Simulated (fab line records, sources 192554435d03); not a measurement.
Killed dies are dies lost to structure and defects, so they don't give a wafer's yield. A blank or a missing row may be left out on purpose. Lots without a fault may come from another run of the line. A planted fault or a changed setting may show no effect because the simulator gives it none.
Which tool did it? | flow n5_finfet | 24 lots, 72 wafers sampled, at 5 steps of a route of 1938

WHAT THE GAUGES READ, wafer by wafer
N5_BEOL_M0_SAQP_CD_MEAS_40: target cd 30 nm. Usual: cd_nm 29.96 nm, standard deviation 0.23.
lot  | measured     | on        | cd_nm (nm)        | flag
L074 | day 5 14:47  | cd_sem-01 | 29.95 30.23 30.38 |
L075 | day 6 01:14  | cd_sem-02 | 29.86 29.95 29.85 |
L076 | day 6 04:59  | cd_sem-02 | 30.11 29.93 29.33 |
L077 | day 6 07:53  | cd_sem-03 | 29.97 29.97 29.93 |
L078 | day 6 17:07  | cd_sem-01 | 29.66 29.65 29.64 |
L079 | day 6 23:37  | cd_sem-01 | 30.38 30.21 30.11 |
L081 | day 7 20:14  | cd_sem-01 | 29.78 29.94 30.34 |
L080 | day 7 23:59  | cd_sem-01 | 30.18 30.18 29.89 |
L082 | day 8 04:05  | cd_sem-03 | 29.66 29.76 29.90 |
L083 | day 8 05:05  | cd_sem-02 | 30.07 29.92 30.22 |
L084 | day 8 09:32  | cd_sem-02 | 30.40 29.94 29.80 |
L085 | day 8 15:27  | cd_sem-02 | 30.00 30.01 29.78 |
L086 | day 8 16:43  | cd_sem-02 | 29.74 29.74 29.92 |
L087 | day 8 23:53  | cd_sem-03 | 30.16 29.47 29.63 |
L088 | day 9 04:02  | cd_sem-02 | 30.01 30.06 30.01 |
L089 | day 9 08:44  | cd_sem-03 | 29.83 29.87 30.10 |
L090 | day 9 15:55  | cd_sem-02 | 30.33 29.97 29.93 |
L091 | day 10 03:11 | cd_sem-01 | 30.19 30.09 29.73 |
L092 | day 10 04:08 | cd_sem-03 | 29.79 30.16 30.18 |
L093 | day 10 07:55 | cd_sem-03 | 29.85 29.55 30.01 |
L095 | day 10 19:28 | cd_sem-03 | 30.23 30.30 30.23 |
L094 | day 10 22:23 | cd_sem-02 | 30.18 29.87 29.51 |
L096 | day 11 04:18 | cd_sem-01 | 29.84 30.06 30.12 |
L097 | day 11 08:11 | cd_sem-02 | 29.95 30.47 29.76 |

N5_BEOL_M0_SAQP_OVL_MEAS_41. Usual: M0_CUT1_OVL -0.3 nm, standard deviation 0.6.
lot  | measured     | on         | M0_CUT1_OVL (nm) | flag
L074 | day 5 14:49  | overlay-01 | 0.4 -0.6 -0.4    |
L075 | day 6 01:16  | overlay-01 | -1.3 -0.7 -0.8   |
L076 | day 6 05:01  | overlay-01 | -0.2 -0.7 -0.3   |
L077 | day 6 07:55  | overlay-02 | 0.6 0.0 0.2      |
L078 | day 6 17:10  | overlay-01 | -0.4 -0.6 -0.5   |
L079 | day 6 23:39  | overlay-01 | -1.1 -0.4 0.8    |
L081 | day 7 20:17  | overlay-02 | -0.2 -0.4 1.3    |
L080 | day 8 00:01  | overlay-02 | -0.5 -1.0 -1.0   |
L082 | day 8 04:07  | overlay-01 | -1.2 -0.5 -0.2   |
L083 | day 8 05:08  | overlay-02 | 0.1 -0.8 -1.0    |
L084 | day 8 09:34  | overlay-01 | -0.8 -0.5 0.3    |
L085 | day 8 15:29  | overlay-01 | -1.0 0.3 -0.4    |
L086 | day 8 16:45  | overlay-02 | -0.2 0.2 -0.2    |
L087 | day 8 23:55  | overlay-02 | 0.1 0.2 0.2      |
L088 | day 9 04:05  | overlay-01 | 1.4 0.2 -0.3     |
L089 | day 9 08:47  | overlay-01 | -0.8 -1.2 0.1    |
L090 | day 9 15:56  | overlay-02 | -0.5 0.1 0.3     |
L091 | day 10 03:13 | overlay-02 | 0.1 0.3 0.1      |
L092 | day 10 04:10 | overlay-01 | -1.0 -0.9 -0.3   |
L093 | day 10 07:56 | overlay-02 | -0.3 -1.1 -1.3   |
L095 | day 10 19:30 | overlay-01 | -1.0 -0.4 -1.0   |
L094 | day 10 22:25 | overlay-02 | 0.2 -0.2 0.0     |
L096 | day 11 04:20 | overlay-02 | 0.7 -0.1 -0.3    |
L097 | day 11 08:13 | overlay-02 | -0.2 0.5 0.7     |

WHICH TOOL RAN EACH LOT (tool, then ch and the chambers of the sampled wafers, then the start)
lot  | N5_BEOL_M0_SAQP_HM_OPEN_112        | N5_BEOL_M0_SAQP_RECESS_114         | N5_BEOL_M0_SAQP_MANDREL1_REMOVE_100
L074 | rie_diel-06 ch 0,3, day 5 10:57    | vapor_etch-02 ch 0, day 5 11:16    | rie_si-02 ch 1,3, day 5 12:13
L075 | rie_diel-02 ch 0,1, day 5 21:49    | vapor_etch-02 ch 0,1, day 5 22:07  | rie_si-01 ch 2,3, day 5 23:04
L076 | rie_diel-02 ch 0,1,2, day 6 01:15  | vapor_etch-02 ch 0,1, day 6 01:35  | rie_si-03 ch 0,2,3, day 6 02:49
L077 | rie_diel-05 ch 0,3, day 6 04:21    | vapor_etch-01 ch 0,1, day 6 04:43  | rie_si-01 ch 0,1, day 6 05:40
L078 | rie_diel-02 ch 0,2,3, day 6 13:10  | vapor_etch-02 ch 0,1, day 6 13:29  | rie_si-01 ch 0,3, day 6 14:49
L079 | rie_diel-02 ch 2,3, day 6 19:58    | vapor_etch-02 ch 0,1, day 6 20:17  | rie_si-03 ch 2,3, day 6 21:19
L081 | rie_diel-06 ch 0,1,2, day 7 15:44  | vapor_etch-01 ch 0,1, day 7 16:10  | rie_si-03 ch 0,1,2, day 7 17:56
L080 | rie_diel-02 ch 2,3, day 7 20:12    | vapor_etch-01 ch 0,1, day 7 20:31  | rie_si-02 ch 2,3, day 7 21:49
L082 | rie_diel-06 ch 0,1,3, day 8 00:17  | vapor_etch-02 ch 0,1, day 8 00:36  | rie_si-02 ch 0,1,2, day 8 01:39
L083 | rie_diel-05 ch 0,2,3, day 8 01:29  | vapor_etch-02 ch 0,1, day 8 01:48  | rie_si-02 ch 1,2,3, day 8 02:45
L084 | rie_diel-05 ch 1,2,3, day 8 05:15  | vapor_etch-02 ch 0,1, day 8 05:40  | rie_si-02 ch 0,2, day 8 06:51
L085 | rie_diel-02 ch 0,1,3, day 8 09:51  | vapor_etch-02 ch 0,1, day 8 10:17  | rie_si-03 ch 2,3, day 8 12:52
L086 | rie_diel-02 ch 0,3, day 8 12:20    | vapor_etch-01 ch 0,1, day 8 12:46  | rie_si-01 ch 0,1,3, day 8 13:39
L087 | rie_diel-06 ch 1,2,3, day 8 18:30  | vapor_etch-02 ch 0,1, day 8 19:04  | rie_si-03 ch 0,1,3, day 8 20:49
L088 | rie_diel-06 ch 0,2,3, day 9 00:07  | vapor_etch-02 ch 0,1, day 9 00:32  | rie_si-03 ch 1,2, day 9 01:43
L089 | rie_diel-06 ch 1,3, day 9 05:08    | vapor_etch-02 ch 0, day 9 05:27    | rie_si-03 ch 0,3, day 9 06:24
L090 | rie_diel-02 ch 0,2, day 9 11:50    | vapor_etch-01 ch 0,1, day 9 12:13  | rie_si-03 ch 0,2,3, day 9 13:37
L091 | rie_diel-05 ch 0,1,2, day 9 23:21  | vapor_etch-01 ch 0,1, day 9 23:50  | rie_si-02 ch 0,1, day 10 00:47
L092 | rie_diel-06 ch 2,3, day 10 00:22   | vapor_etch-01 ch 0,1, day 10 00:48 | rie_si-01 ch 1,2,3, day 10 01:38
L093 | rie_diel-05 ch 0,1,2, day 10 04:02 | vapor_etch-01 ch 0,1, day 10 04:38 | rie_si-01 ch 0,2,3, day 10 05:35
L095 | rie_diel-02 ch 2,3, day 10 15:15   | vapor_etch-01 ch 0,1, day 10 15:34 | rie_si-03 ch 0,1,2, day 10 16:31
L094 | rie_diel-06 ch 0,2,3, day 10 18:17 | vapor_etch-01 ch 0,1, day 10 18:35 | rie_si-02 ch 0,2, day 10 19:32
L096 | rie_diel-02 ch 0,1,2, day 11 00:37 | vapor_etch-02 ch 0,1, day 11 00:56 | rie_si-01 ch 1,2,3, day 11 01:52
L097 | rie_diel-06 ch 0,1, day 11 04:38   | vapor_etch-02 ch 0, day 11 04:56   | rie_si-03 ch 1,2,3, day 11 05:53
- N5_BEOL_M0_SAQP_HM_OPEN_112: chemistry CHF3/O2, target SiO2, stops on a-Si, target depth 12 nm, time 13.5 s.
- N5_BEOL_M0_SAQP_RECESS_114: chemistry HF/NH3, target SiO2, target depth 14.4 nm, afs cycles 3, sublimation time 60 s.
- N5_BEOL_M0_SAQP_MANDREL1_REMOVE_100: chemistry HBr/Cl2/O2, target a-Si, stops on SiNx, bt time 10 s.

WHAT THE TOOLS THEMSELVES READ (means of the sampled wafers that have a number; where no wafer has one, the mark that the record gives instead)
N5_BEOL_M0_SAQP_HM_OPEN_112. Usual: drypump_motor_current_A 5.6 A, standard deviation 0.36; mfc_ar_sccm 200.0 sccm, standard deviation 0.65; oes_product_au 0.50 a.u., standard deviation 0.054; rf_vpp_V 524 V, standard deviation 6.5; showerhead_plenum_p_Torr 2.38 Torr, standard deviation 0.093; throttle_valve_pct 18.88 %, standard deviation 0.27.
lot  | tool        | drypump_motor_current_A (A) | mfc_ar_sccm (sccm) | oes_product_au (a.u.) | rf_vpp_V (V) | showerhead_plenum_p_Torr (Torr) | throttle_valve_pct (%) | flag
L074 | rie_diel-06 | 5.8                         | 200.2              | 0.48                  | 525          | 2.34                            | 19.12                  |
L075 | rie_diel-02 | 5.4                         | 200.3              | 0.49                  | 531          | 2.50                            | 18.77                  |
L076 | rie_diel-02 | 5.7                         | 199.5              | 0.48                  | 530          | 2.50                            | 18.72                  |
L077 | rie_diel-05 | 5.8                         | 199.4              | 0.45                  | 530          | 2.42                            | 19.24                  |
L078 | rie_diel-02 | 5.4                         | 200.2              | 0.51                  | 528          | 2.42                            | 18.62                  |
L079 | rie_diel-02 | 5.5                         | 199.7              | 0.52                  | 523          | 2.33                            | 18.69                  |
L081 | rie_diel-06 | 5.9                         | 199.7              | 0.52                  | 521          | 2.32                            | 18.89                  |
L080 | rie_diel-02 | 5.8                         | 199.6              | 0.51                  | 528          | 2.42                            | 18.60                  |
L082 | rie_diel-06 | 5.7                         | 200.4              | 0.52                  | 523          | 2.36                            | 19.07                  |
L083 | rie_diel-05 | 5.6                         | 200.1              | 0.47                  | 526          | 2.39                            | 19.27                  |
L084 | rie_diel-05 | 5.4                         | 201.1              | 0.48                  | 521          | 2.40                            | 19.09                  |
L085 | rie_diel-02 | 5.4                         | 199.6              | 0.54                  | 524          | 2.41                            | 18.70                  |
L086 | rie_diel-02 | 5.1                         | 200.0              | 0.51                  | 522          | 2.33                            | 18.75                  |
L087 | rie_diel-06 | 5.8                         | 200.0              | 0.51                  | 522          | 2.35                            | 18.99                  |
L088 | rie_diel-06 | 5.9                         | 199.4              | 0.46                  | 523          | 2.33                            | 19.06                  |
L089 | rie_diel-06 | 5.6                         | 199.5              | 0.55                  | 519          | 2.37                            | 19.03                  |
L090 | rie_diel-02 | 5.4                         | 199.9              | 0.49                  | 533          | 2.50                            | 18.62                  |
L091 | rie_diel-05 | 5.5                         | 200.7              | 0.54                  | 522          | 2.36                            | 18.96                  |
L092 | rie_diel-06 | 6.0                         | 200.0              | 0.46                  | 523          | 2.32                            | 18.98                  |
L093 | rie_diel-05 | 5.5                         | 200.1              | 0.54                  | 523          | 2.36                            | 18.96                  |
L095 | rie_diel-02 | 5.8                         | 200.4              | 0.50                  | 527          | 2.42                            | 18.62                  |
L094 | rie_diel-06 | 5.9                         | 200.1              | 0.46                  | 525          | 2.32                            | 19.08                  |
L096 | rie_diel-02 | 5.7                         | 200.1              | 0.52                  | 531          | 2.49                            | 18.63                  |
L097 | rie_diel-06 | 5.7                         | 199.9              | 0.54                  | 519          | 2.34                            | 18.94                  |

N5_BEOL_M0_SAQP_RECESS_114. Usual: drypump_motor_current_A 5.8 A, standard deviation 0.63; sublimation_temp_c 180.03 C, standard deviation 0.16.
lot  | tool          | drypump_motor_current_A (A) | sublimation_temp_c (C) | flag
L074 | vapor_etch-02 | 4.8                         | 180.25                 |
L075 | vapor_etch-02 | 5.6                         | 179.94                 |
L076 | vapor_etch-02 | 5.2                         | 179.99                 |
L077 | vapor_etch-01 | 6.3                         | 180.07                 |
L078 | vapor_etch-02 | 5.6                         | 180.05                 |
L079 | vapor_etch-02 | 5.2                         | 179.94                 |
L081 | vapor_etch-01 | 6.2                         | 179.97                 |
L080 | vapor_etch-01 | 6.2                         | 179.96                 |
L082 | vapor_etch-02 | 5.2                         | 180.04                 |
L083 | vapor_etch-02 | 5.2                         | 180.24                 |
L084 | vapor_etch-02 | 5.2                         | 180.27                 |
L085 | vapor_etch-02 | 5.2                         | 180.08                 |
L086 | vapor_etch-01 | 6.2                         | 180.08                 |
L087 | vapor_etch-02 | 5.2                         | 179.95                 |
L088 | vapor_etch-02 | 5.7                         | 180.17                 |
L089 | vapor_etch-02 | 4.8                         | 180.07                 |
L090 | vapor_etch-01 | 6.2                         | 180.02                 |
L091 | vapor_etch-01 | 6.2                         | 179.90                 |
L092 | vapor_etch-01 | 6.2                         | 179.93                 |
L093 | vapor_etch-01 | 6.2                         | 180.03                 |
L095 | vapor_etch-01 | 6.2                         | 179.99                 |
L094 | vapor_etch-01 | 6.2                         | 180.13                 |
L096 | vapor_etch-02 | 5.6                         | 179.87                 |
L097 | vapor_etch-02 | 4.8                         | 180.23                 |

N5_BEOL_M0_SAQP_MANDREL1_REMOVE_100. Usual: drypump_motor_current_A 5.7 A, standard deviation 0.42; oes_product_au 1.002 a.u., standard deviation 0.016; throttle_valve_pct 36.81 %, standard deviation 0.26.
lot  | tool      | drypump_motor_current_A (A) | oes_product_au (a.u.) | throttle_valve_pct (%) | flag
L074 | rie_si-02 | 6.0                         | 1.017                 | 36.92                  |
L075 | rie_si-01 | 5.9                         | 0.997                 | 36.53                  |
L076 | rie_si-03 | 5.6                         | 1.018                 | 36.61                  |
L077 | rie_si-01 | 5.7                         | 0.987                 | 36.98                  |
L078 | rie_si-01 | 5.8                         | 0.986                 | 36.83                  |
L079 | rie_si-03 | 6.1                         | 0.998                 | 36.46                  |
L081 | rie_si-03 | 5.4                         | 1.017                 | 36.92                  |
L080 | rie_si-02 | 5.4                         | 0.993                 | 36.74                  |
L082 | rie_si-02 | 5.5                         | 0.997                 | 36.84                  |
L083 | rie_si-02 | 5.8                         | 1.012                 | 36.84                  |
L084 | rie_si-02 | 5.1                         | 0.997                 | 36.89                  |
L085 | rie_si-03 | 6.2                         | 1.008                 | 36.46                  |
L086 | rie_si-01 | 5.8                         | 0.991                 | 36.75                  |
L087 | rie_si-03 | 5.5                         | 1.009                 | 36.78                  |
L088 | rie_si-03 | 5.7                         | 1.015                 | 36.88                  |
L089 | rie_si-03 | 5.8                         | 1.017                 | 36.48                  |
L090 | rie_si-03 | 5.6                         | 1.012                 | 36.61                  |
L091 | rie_si-02 | 5.8                         | 1.001                 | 36.93                  |
L092 | rie_si-01 | 5.8                         | 0.987                 | 36.69                  |
L093 | rie_si-01 | 5.8                         | 0.997                 | 36.77                  |
L095 | rie_si-03 | 5.3                         | 1.023                 | 36.91                  |
L094 | rie_si-02 | 5.2                         | 0.991                 | 36.88                  |
L096 | rie_si-01 | 5.8                         | 0.987                 | 36.68                  |
L097 | rie_si-03 | 5.9                         | 1.000                 | 36.77                  |

THE ANSWER, worked out from the rows above alone
Rule: a lot is off if the mean of its wafers that have a number lies more than 3 standard deviations from the usual mean. A lot without any number at a reading at which 4 lots or more have one is off too. The other lots that the step has rows for count as sound. The gauges are gone through in route order, then the tools' own readings, and for those a lot's mean is taken as printed above. The first step at which some lot is off is used, and at that step the reading that is off furthest; a lot without a number counts as furthest.
No lot is off at any reading shown: from this, nothing can be told.

WHAT THE SIMULATOR HAD PUT IN
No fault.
